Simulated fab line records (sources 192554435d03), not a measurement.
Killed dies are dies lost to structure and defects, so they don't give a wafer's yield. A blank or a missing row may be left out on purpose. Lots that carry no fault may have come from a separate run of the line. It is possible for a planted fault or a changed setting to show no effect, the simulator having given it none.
Which tool was responsible?	flow n5-finfet	Sampling: 24 lots, 72 wafers, 6 of 1938 route steps

## WHAT THE GAUGES SHOWED, per wafer
Not one reading of a measure or inspect step in the record can be checked against a usual standard deviation.

## WHICH TOOL RAN EACH LOT (tool, then ch and the chambers of the sampled wafers, then the start)
lot	N5_BEOL_M6_ETCH_41	N5_BEOL_M6_DEGAS_44	N5_BEOL_M7_VIA_ETCH_34	N5_BEOL_M7_CURE_75	N5_BEOL_M7_DEGAS_44	N5_BEOL_M7_ALD_77
L074	rie-diel-03 ch 0,1,2, day 8 14:52 or earlier	pvd-sputter-01, day 8 14:52	rie-diel-05 ch 0,1,2, day 8 22:02	uv-cure-03 ch 1, day 8 22:32	pvd-sputter-01, day 8 23:05	ald-metal-01 ch 0,2,3, day 8 23:11
L075	rie-diel-03 ch 0,1,3, day 8 23:40 or earlier	pvd-sputter-02, day 8 23:40	rie-diel-05 ch 0,2,3, day 9 07:00	uv-cure-03 ch 2, day 9 07:27	pvd-sputter-01, day 9 08:05	ald-metal-04 ch 1,3, day 9 08:14
L076	rie-diel-06 ch 0,1, day 9 02:50 or earlier	pvd-sputter-01, day 9 02:50	rie-diel-05 ch 1,2,3, day 9 09:01	uv-cure-03 ch 2, day 9 09:29	pvd-sputter-02, day 9 11:17	ald-metal-04 ch 1,3, day 9 11:23
L077	rie-diel-06 ch 0,1,2, day 9 15:14 or earlier	pvd-sputter-03, day 9 15:14	rie-diel-02 ch 1,2,3, day 9 23:13	uv-cure-01 ch 2, day 9 23:50	pvd-sputter-02, day 10 00:13	ald-metal-03 ch 1,2,3, day 10 00:21
L078	rie-diel-03 ch 1,2,3, day 9 15:19 or earlier	pvd-sputter-03, day 9 15:19	rie-diel-01 ch 0,3, day 9 23:29	uv-cure-02 ch 1, day 10 00:02	pvd-sputter-02, day 10 00:17	ald-metal-01 ch 1,2, day 10 00:28
L080	rie-diel-04 ch 2,3, day 10 05:30 or earlier	pvd-sputter-01, day 10 05:30	rie-diel-01 ch 0,3, day 10 11:31	uv-cure-02 ch 1, day 10 12:01	pvd-sputter-01, day 10 12:40	ald-metal-04 ch 1,3, day 10 12:49
L079	rie-diel-04 ch 0,2,3, day 10 06:41 or earlier	pvd-sputter-02, day 10 06:41	rie-diel-05 ch 0,1,3, day 10 13:40	uv-cure-02 ch 1, day 10 14:06	pvd-sputter-02, day 10 15:30	ald-metal-04 ch 1,2,3, day 10 15:36
L081	rie-diel-03 ch 0,2,3, day 10 12:35 or earlier	pvd-sputter-01, day 10 12:35	rie-diel-05 ch 0,1,2, day 10 19:34	uv-cure-03 ch 1, day 10 20:01	pvd-sputter-01, day 10 20:49	ald-metal-01 ch 0,2,3, day 10 20:58
L082	rie-diel-04 ch 1,2, day 10 20:58 or earlier	pvd-sputter-01, day 10 20:58	rie-diel-01 ch 0,3, day 11 05:28	uv-cure-03 ch 0, day 11 05:55	pvd-sputter-01, day 11 07:23	ald-metal-01 ch 0,3, day 11 07:43
L083	rie-diel-03 ch 2,3, day 10 21:18 or earlier	pvd-sputter-03, day 10 21:18	rie-diel-02 ch 2,3, day 11 05:05	uv-cure-01 ch 0, day 11 05:51	pvd-sputter-01, day 11 07:19	ald-metal-04 ch 1,2,3, day 11 07:38
L084	rie-diel-03 ch 0,2, day 11 17:25 or earlier	pvd-sputter-02, day 11 17:25	rie-diel-01 ch 1,2,3, day 12 01:31	uv-cure-01 ch 1, day 12 02:03	pvd-sputter-02, day 12 03:49	ald-metal-04 ch 0,1,3, day 12 03:55
L086	rie-diel-03 ch 0,3, day 11 19:19 or earlier	pvd-sputter-01, day 11 19:19	rie-diel-05 ch 1,2,3, day 12 04:22	uv-cure-03 ch 0, day 12 04:57	pvd-sputter-03, day 12 05:17	ald-metal-04 ch 0,2,3, day 12 05:26
L087	rie-diel-06 ch 0,1,3, day 11 20:17 or earlier	pvd-sputter-02, day 11 20:17	rie-diel-01 ch 1,2,3, day 12 04:36	uv-cure-03 ch 2, day 12 05:18	pvd-sputter-03, day 12 05:48	ald-metal-03 ch 1,2, day 12 05:55
L085	rie-diel-06 ch 0,1,2, day 11 21:22 or earlier	pvd-sputter-02, day 11 21:22	rie-diel-01 ch 1,2, day 12 08:15	uv-cure-02 ch 1, day 12 08:42	pvd-sputter-02, day 12 10:53	ald-metal-04 ch 0,1,3, day 12 10:59
L088	rie-diel-04 ch 0,1,3, day 12 05:08 or earlier	pvd-sputter-02, day 12 05:08	rie-diel-02 ch 1,2, day 12 10:52	uv-cure-02 ch 0, day 12 11:25	pvd-sputter-01, day 12 12:01	ald-metal-01 ch 0,1, day 12 12:15
L089	rie-diel-04 ch 2,3, day 12 22:20 or earlier	pvd-sputter-02, day 12 22:20	rie-diel-01 ch 0,2,3, day 13 04:59	uv-cure-03 ch 0, day 13 05:29	pvd-sputter-02, day 13 06:06	ald-metal-03 ch 1,2, day 13 06:12
L091	rie-diel-03 ch 0,1,3, day 13 00:37 or earlier	pvd-sputter-02, day 13 00:37	rie-diel-02 ch 0,2,3, day 13 08:31	uv-cure-02 ch 0, day 13 09:00	pvd-sputter-02, day 13 09:28	ald-metal-03 ch 0,1,3, day 13 09:34
L090	rie-diel-03 ch 0,1,2, day 13 02:18 or earlier	pvd-sputter-03, day 13 02:18	rie-diel-05 ch 0,1,2, day 13 08:46	uv-cure-01 ch 0, day 13 09:13	pvd-sputter-02, day 13 09:32	ald-metal-04 ch 1,2,3, day 13 09:41
L092	rie-diel-06 ch 0,1,3, day 13 15:23 or earlier	pvd-sputter-01, day 13 15:23	rie-diel-05 ch 0,1, day 14 01:01	uv-cure-01 ch 1, day 14 01:36	pvd-sputter-01, day 14 01:56	ald-metal-03 ch 0,1,2, day 14 02:02
L095	rie-diel-04 ch 1,3, day 14 01:43 or earlier	pvd-sputter-02, day 14 01:43	rie-diel-05 ch 1,3, day 14 09:48	uv-cure-01 ch 0, day 14 10:18	pvd-sputter-01, day 14 10:34	ald-metal-01 ch 0,1,3, day 14 10:42
L093	rie-diel-03 ch 1,2, day 14 04:26 or earlier	pvd-sputter-01, day 14 04:26	rie-diel-01 ch 0,1,3, day 14 12:20	uv-cure-02 ch 2, day 14 12:47	pvd-sputter-01, day 14 13:08	ald-metal-03 ch 1,2, day 14 13:14
L094	rie-diel-04 ch 1,2, day 14 10:20 or earlier	pvd-sputter-02, day 14 10:20	rie-diel-05 ch 2,3, day 14 17:08	uv-cure-01 ch 2, day 14 17:35	pvd-sputter-01, day 14 17:59	ald-metal-03 ch 0,3, day 14 18:07
L097	rie-diel-03 ch 0,1, day 14 10:41 or earlier	pvd-sputter-01, day 14 10:41	rie-diel-01 ch 0,1, day 14 17:29	uv-cure-03 ch 1, day 14 17:59	pvd-sputter-02, day 14 18:41	ald-metal-04 ch 0,2, day 14 18:47
L096	rie-diel-03 ch 2,3, day 14 15:55 or earlier	pvd-sputter-03, day 14 15:55	rie-diel-02 ch 0,2,3, day 14 23:38	uv-cure-02 ch 2, day 15 00:07	pvd-sputter-03, day 15 00:27	ald-metal-04 ch 0,1, day 15 00:37
- N5_BEOL_M6_ETCH_41: etches SiCN in CH3F/O2, target depth 29.7 nm, time 52 s.
- N5_BEOL_M6_DEGAS_44: time 60 s.
- N5_BEOL_M7_VIA_ETCH_34: etches SiCOH lowk in C4F6/O2, target depth 125.5 nm, time 50.5 s.
- N5_BEOL_M7_CURE_75: cures SiCOH lowk, time 120 s.
- N5_BEOL_M7_DEGAS_44: time 60 s.
- N5_BEOL_M7_ALD_77: deposits TaN, target thk 2 nm, pulse time 2 s, purge time 3 s.

## AS READ BY THE TOOLS THEMSELVES (means over the sampled wafers that have a number; for cases with no such wafer, the mark the record gives instead)
N5_BEOL_M6_ETCH_41. Usual: bias-w 75.01 W, standard deviation 0.23; drypump-motor-current-A 5.7 A, standard deviation 0.67; oes-product-au 0.82 a.u., standard deviation 0.075; rf-vpp-V 297.0 V, standard deviation 1.8; showerhead-plenum-p-Torr 1.99 Torr, standard deviation 0.084; throttle-valve-pct 16.29 %, standard deviation 0.25.
lot	tool	bias-w (W)	drypump-motor-current-A (A)	oes-product-au (a.u.)	rf-vpp-V (V)	showerhead-plenum-p-Torr (Torr)	throttle-valve-pct (%)	flag
L074	rie-diel-03	74.92	5.5	0.82	297.0	1.96	16.30	
L075	rie-diel-03	74.97	6.0	0.82	297.4	2.03	16.40	
L076	rie-diel-06	75.08	5.1	0.83	296.0	1.94	16.31	
L077	rie-diel-06	74.93	5.1	0.78	295.0	1.93	16.42	
L078	rie-diel-03	75.11	5.9	0.81	297.2	1.99	16.21	
L080	rie-diel-04	75.12	5.7	0.79	296.3	1.96	16.56	
L079	rie-diel-04	74.95	5.7	0.75	297.1	1.95	16.48	
L081	rie-diel-03	75.04	5.4	0.87	298.5	2.04	16.14	
L082	rie-diel-04	74.81	5.9	0.73	296.5	1.96	16.43	
L083	rie-diel-03	74.95	5.9	0.88	298.7	2.07	16.02	
L084	rie-diel-03	75.14	4.9	0.84	297.8	2.00	16.30	
L086	rie-diel-03	75.26	5.5	0.85	298.4	2.07	16.38	
L087	rie-diel-06	74.92	5.6	0.83	295.9	1.94	16.31	
L085	rie-diel-06	74.67	5.1	0.76	295.2	1.92	16.44	
L088	rie-diel-04	75.04	5.7	0.79	295.1	1.93	16.34	
L089	rie-diel-04	74.76	5.7	0.86	295.5	1.96	16.44	
L091	rie-diel-03	74.87	6.0	0.88	299.0	2.10	16.29	
L090	rie-diel-03	74.90	5.5	0.87	297.2	2.03	16.21	
L092	rie-diel-06	75.09	5.6	0.82	296.8	1.93	16.35	
L095	rie-diel-04	75.11	5.8	0.80	295.9	1.94	16.43	
L093	rie-diel-03	74.92	6.0	0.89	298.4	2.07	16.13	
L094	rie-diel-04	75.30	5.9	0.87	296.0	1.95	16.17	
L097	rie-diel-03	75.05	6.1	0.88	299.2	2.10	16.35	
L096	rie-diel-03	74.97	5.9	0.82	297.9	2.06	16.09	

N5_BEOL_M6_DEGAS_44. Usual: heater-power-w reads 331 W (standard deviation 41).
lot	tool	heater-power-w (W)	flag
L074	pvd-sputter-01	335	
L075	pvd-sputter-02	347	
L076	pvd-sputter-01	298	
L077	pvd-sputter-03	325	
L078	pvd-sputter-03	323	
L080	pvd-sputter-01	346	
L079	pvd-sputter-02	324	
L081	pvd-sputter-01	337	
L082	pvd-sputter-01	367	
L083	pvd-sputter-03	339	
L084	pvd-sputter-02	302	
L086	pvd-sputter-01	314	
L087	pvd-sputter-02	342	
L085	pvd-sputter-02	372	
L088	pvd-sputter-02	331	
L089	pvd-sputter-02	325	
L091	pvd-sputter-02	363	
L090	pvd-sputter-03	363	
L092	pvd-sputter-01	368	
L095	pvd-sputter-02	295	
L093	pvd-sputter-01	343	
L094	pvd-sputter-02	344	
L097	pvd-sputter-01	321	
L096	pvd-sputter-03	327	

N5_BEOL_M7_VIA_ETCH_34. Usual: bias-w 184.9 W, standard deviation 0.56; drypump-motor-current-A 5.7 A, standard deviation 0.42; oes-product-au 0.74 a.u., standard deviation 0.071; rf-vpp-V 670 V, standard deviation 14; showerhead-plenum-p-Torr 2.84 Torr, standard deviation 0.11; throttle-valve-pct 21.00 %, standard deviation 0.21.
lot	tool	bias-w (W)	drypump-motor-current-A (A)	oes-product-au (a.u.)	rf-vpp-V (V)	showerhead-plenum-p-Torr (Torr)	throttle-valve-pct (%)	flag
L074	rie-diel-05	184.9	5.7	0.75	671	2.90	21.11	
L075	rie-diel-05	184.3	5.7	0.75	671	2.96	21.00	
L076	rie-diel-05	185.3	5.6	0.71	665	2.88	21.12	
L077	rie-diel-02	184.3	5.7	0.70	666	2.82	20.86	
L078	rie-diel-01	184.6	5.7	0.75	663	2.73	21.02	
L080	rie-diel-01	185.1	5.3	0.72	665	2.72	21.00	
L079	rie-diel-05	185.3	5.7	0.74	681	2.88	21.13	
L081	rie-diel-05	185.3	5.7	0.74	672	2.89	21.12	
L082	rie-diel-01	184.9	5.3	0.72	665	2.72	21.00	
L083	rie-diel-02	184.7	5.6	0.69	665	2.74	20.88	
L084	rie-diel-01	185.1	5.8	0.75	674	2.84	20.94	
L086	rie-diel-05	184.8	5.7	0.70	664	2.87	21.15	
L087	rie-diel-01	184.2	5.8	0.75	674	2.84	20.94	
L085	rie-diel-01	184.5	6.3	0.80	672	2.89	20.85	
L088	rie-diel-02	184.5	5.4	0.71	667	2.85	20.83	
L089	rie-diel-01	185.5	5.7	0.71	673	2.79	21.08	
L091	rie-diel-02	184.8	5.5	0.70	664	2.77	20.85	
L090	rie-diel-05	185.3	5.7	0.73	671	2.88	21.15	
L092	rie-diel-05	184.8	5.8	0.72	682	2.81	21.29	
L095	rie-diel-05	185.0	5.7	0.77	675	2.79	21.19	
L093	rie-diel-01	184.3	5.8	0.75	664	2.76	20.93	
L094	rie-diel-05	184.4	5.6	0.93	663	2.92	20.66	
L097	rie-diel-01	185.8	6.3	0.79	662	2.80	20.85	
L096	rie-diel-02	185.3	5.5	0.69	665	2.77	20.86	

N5_BEOL_M7_CURE_75. Usual: lamp-power-pct 52.31 %, standard deviation 0.056; wafer_temp_C_max 371.8, standard deviation 0.72.
lot	tool	lamp-power-pct (%)	wafer_temp_C_max	flag
L074	uv-cure-03	52.30	372.1	
L075	uv-cure-03	52.34	372.9	
L076	uv-cure-03	52.25	373.1	
L077	uv-cure-01	52.36	372.4	
L078	uv-cure-02	52.32	371.2	
L080	uv-cure-02	52.32	371.2	
L079	uv-cure-02	52.30	371.3	
L081	uv-cure-03	52.34	371.5	
L082	uv-cure-03	52.33	372.6	
L083	uv-cure-01	52.33	372.0	
L084	uv-cure-01	52.31	371.2	
L086	uv-cure-03	52.33	373.0	
L087	uv-cure-03	52.35	372.6	
L085	uv-cure-02	52.37	370.9	
L088	uv-cure-02	52.40	371.6	
L089	uv-cure-03	52.24	372.3	
L091	uv-cure-02	52.28	371.3	
L090	uv-cure-01	52.30	372.0	
L092	uv-cure-01	52.30	371.1	
L095	uv-cure-01	52.26	372.2	
L093	uv-cure-02	52.35	371.4	
L094	uv-cure-01	52.31	372.1	
L097	uv-cure-03	52.32	371.6	
L096	uv-cure-02	52.26	371.3	

N5_BEOL_M7_DEGAS_44. Usual: heater-power-w reads 332 W (standard deviation 41).
lot	tool	heater-power-w (W)	flag
L074	pvd-sputter-01	335	
L075	pvd-sputter-01	327	
L076	pvd-sputter-02	287	
L077	pvd-sputter-02	343	
L078	pvd-sputter-02	304	
L080	pvd-sputter-01	319	
L079	pvd-sputter-02	308	
L081	pvd-sputter-01	333	
L082	pvd-sputter-01	369	
L083	pvd-sputter-01	362	
L084	pvd-sputter-02	344	
L086	pvd-sputter-03	340	
L087	pvd-sputter-03	363	
L085	pvd-sputter-02	338	
L088	pvd-sputter-01	338	
L089	pvd-sputter-02	371	
L091	pvd-sputter-02	295	
L090	pvd-sputter-02	331	
L092	pvd-sputter-01	335	
L095	pvd-sputter-01	325	
L093	pvd-sputter-01	344	
L094	pvd-sputter-01	301	
L097	pvd-sputter-02	344	
L096	pvd-sputter-03	373	

N5_BEOL_M7_ALD_77. Usual: heater-power-w 429 W, standard deviation 45; precursor-vessel-carrier-sccm 1000.0 sccm, standard deviation 2.8; precursor-vessel-pressure-torr 26.25 Torr, standard deviation 0.047.
lot	tool	heater-power-w (W)	precursor-vessel-carrier-sccm (sccm)	precursor-vessel-pressure-torr (Torr)	flag
L074	ald-metal-01	433	997.7	26.24	
L075	ald-metal-04	479	998.6	26.24	
L076	ald-metal-04	458	1001.2	26.25	
L077	ald-metal-03	388	999.1	26.21	
L078	ald-metal-01	492	999.1	26.24	
L080	ald-metal-04	458	1000.8	26.20	
L079	ald-metal-04	455	1002.5	26.25	
L081	ald-metal-01	446	998.1	26.26	
L082	ald-metal-01	417	1003.1	26.21	
L083	ald-metal-04	452	998.7	26.21	
L084	ald-metal-04	454	1000.9	26.24	
L086	ald-metal-04	429	1000.8	26.24	
L087	ald-metal-03	417	997.2	26.21	
L085	ald-metal-04	457	996.3	26.24	
L088	ald-metal-01	432	1000.0	26.20	
L089	ald-metal-03	411	1004.7	26.21	
L091	ald-metal-03	394	998.9	26.26	
L090	ald-metal-04	453	998.8	26.26	
L092	ald-metal-03	408	998.0	26.26	
L095	ald-metal-01	418	1002.9	26.20	
L093	ald-metal-03	409	996.8	26.23	
L094	ald-metal-03	378	1001.0	26.25	
L097	ald-metal-04	422	1002.3	26.19	
L096	ald-metal-04	471	1000.4	26.26	

## THE ANSWER, worked out from the rows above alone
Rule: a lot counts as off when the mean over its wafers that have a number is more than 3 standard deviations away from the usual mean. A lot without any number at a reading at which 4 lots or more have one is off too. The other lots that the step has rows for count as sound. The gauges are gone through in route order, then the tools' own readings, and for those a lot's mean is taken as printed above. At the first step where some lot is off, the reading lying furthest off is the one used; lots without a number count as furthest.
No lot is off on any of the readings shown, so nothing can be concluded from this.

## WHAT WAS PUT IN BY THE SIMULATOR
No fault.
